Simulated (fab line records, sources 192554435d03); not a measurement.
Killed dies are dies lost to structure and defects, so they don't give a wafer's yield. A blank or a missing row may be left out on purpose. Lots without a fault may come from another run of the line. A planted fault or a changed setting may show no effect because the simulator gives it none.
Chamber matching | flow n5_finfet | N5_BEOL_M15_DEP_53 on pecvd-03: 3 sister chambers
The step deposits SiCN from 3MS/NH3, target thk 50 nm, time 17.8 s. 6 wafers are shown with their chamber, then 12 later ones without.

WAFERS WITH THEIR CHAMBER
wafer  | chamber | throttle_valve_pct (%) | showerhead_plenum_p_Torr (Torr)
L085.1 | 2       | 17.6                   | 4.149
L085.2 | 1       | 18.2                   | 4.178
L085.3 | 0       | 18.1                   | 4.177
L085.4 | 0       | 18.0                   | 4.176
L085.5 | 2       | 17.6                   | 4.145
L085.6 | 1       | 18.9                   | 4.178

WAFERS WITHOUT THEIR CHAMBER
wafer  | throttle_valve_pct (%) | showerhead_plenum_p_Torr (Torr)
L086.3 | 17.5                   | 4.153
L086.4 | 18.6                   | 4.167
L086.5 | 17.9                   | 4.168
L090.2 | 17.8                   | 4.149
L090.3 | 18.1                   | 4.176
L090.4 | 18.4                   | 4.177
L091.3 | 18.4                   | 4.177
L091.5 | 17.6                   | 4.158
L091.6 | 18.7                   | 4.185
L094.1 | 18.5                   | 4.175
L094.5 | 18.1                   | 4.185
L094.6 | 18.0                   | 4.178

WHICH CHAMBER EACH WENT THROUGH
wafer  | from the rows above     | in truth
L086.3 | 2                       | 2
L086.4 | can't be placed: 0 or 1 | 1
L086.5 | can't be placed: 0 or 1 | 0
L090.2 | 2                       | 2
L090.3 | can't be placed: 0 or 1 | 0
L090.4 | can't be placed: 1 or 0 | 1
L091.3 | can't be placed: 1 or 0 | 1
L091.5 | 2                       | 2
L091.6 | can't be placed: 1 or 0 | 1
L094.1 | can't be placed: 1 or 0 | 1
L094.5 | can't be placed: 1 or 0 | 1
L094.6 | can't be placed: 0 or 1 | 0
Placed correctly: 3 of 12. Can't be placed from these rows: 9 (the true chamber is among the candidates in 9). Placed wrongly: 0.
How it was worked out, from the rows above alone: a wafer's distance from a chamber is the root of the sum, over the readings, of the square of ((its reading less the chamber's mean) divided by the reading's scatter). The wafer belongs to the nearest chamber; if the next one is less than 2 further off, it can't be placed. A chamber's mean is the mean of its shown wafers. The scatter: the root of (the sum of the squares of (reading less its chamber's mean) over the shown wafers, divided by (wafers less chambers)).
